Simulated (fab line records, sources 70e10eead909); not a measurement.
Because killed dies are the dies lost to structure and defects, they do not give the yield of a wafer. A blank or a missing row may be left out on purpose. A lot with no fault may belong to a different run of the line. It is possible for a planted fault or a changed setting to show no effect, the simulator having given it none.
Matching of chambers + flow nandHarc + NHARC_P_M0_DEP_32 on pecvd-04 has 3 sister chambers
The step deposits SiCN, target thk 30 nm. 6 wafers are shown with their chamber, then 7 later ones without.

== WAFERS PAIRED WITH THEIR CHAMBERS ==
| wafer  | chamber | heaterPowerW (W) | heaterPowerOuterW (W) |
|--------|---------|------------------|-----------------------|
| L077.2 | 2       | 676              | 394                   |
| L079.4 | 2       | 572              | 307                   |
| L082.5 | 0       | 549              | 310                   |
| L082.6 | 1       | 646              | 370                   |
| L085.2 | 0       | 468              | 247                   |
| L085.3 | 1       | 605              | 339                   |

== WAFERS WITHOUT THEIR CHAMBER ==
| wafer  | heaterPowerW (W) | heaterPowerOuterW (W) |
|--------|------------------|-----------------------|
| L085.4 | 613              | 340                   |
| L093.1 | 474              | 260                   |
| L093.3 | 747              | 425                   |
| L093.5 | 489              | 254                   |
| L095.1 | 589              | 332                   |
| L095.4 | 663              | 360                   |
| L095.5 | 712              | 405                   |

== WHICH CHAMBER EACH ONE RAN IN ==
| wafer  | from the rows above          | in truth |
|--------|------------------------------|----------|
| L085.4 | can't be placed: 2 or 1 or 0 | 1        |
| L093.1 | 0                            | 0        |
| L093.3 | can't be placed: 1 or 2      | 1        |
| L093.5 | 0                            | 0        |
| L095.1 | can't be placed: 2 or 1 or 0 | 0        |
| L095.4 | can't be placed: 1 or 2      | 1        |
| L095.5 | can't be placed: 1 or 2      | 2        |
Correctly placed: 2 of 7. These rows do not allow placing 5 (true chamber among the candidates in 5). Number placed wrongly: 0.
How it was worked out, from the rows above alone: a wafer's distance from a chamber is the root of the sum, over the readings, of the square of ((its reading less the chamber's mean) divided by the reading's scatter). If the next closest chamber is less than 2 further off than the closest, the wafer can't be placed; otherwise it belongs to the closest. Each chamber's mean is taken over the wafers shown for it. The scatter is the square root of a quotient: the sum, over the shown wafers, of each reading's squared deviation from its chamber's mean, divided by wafers minus chambers.
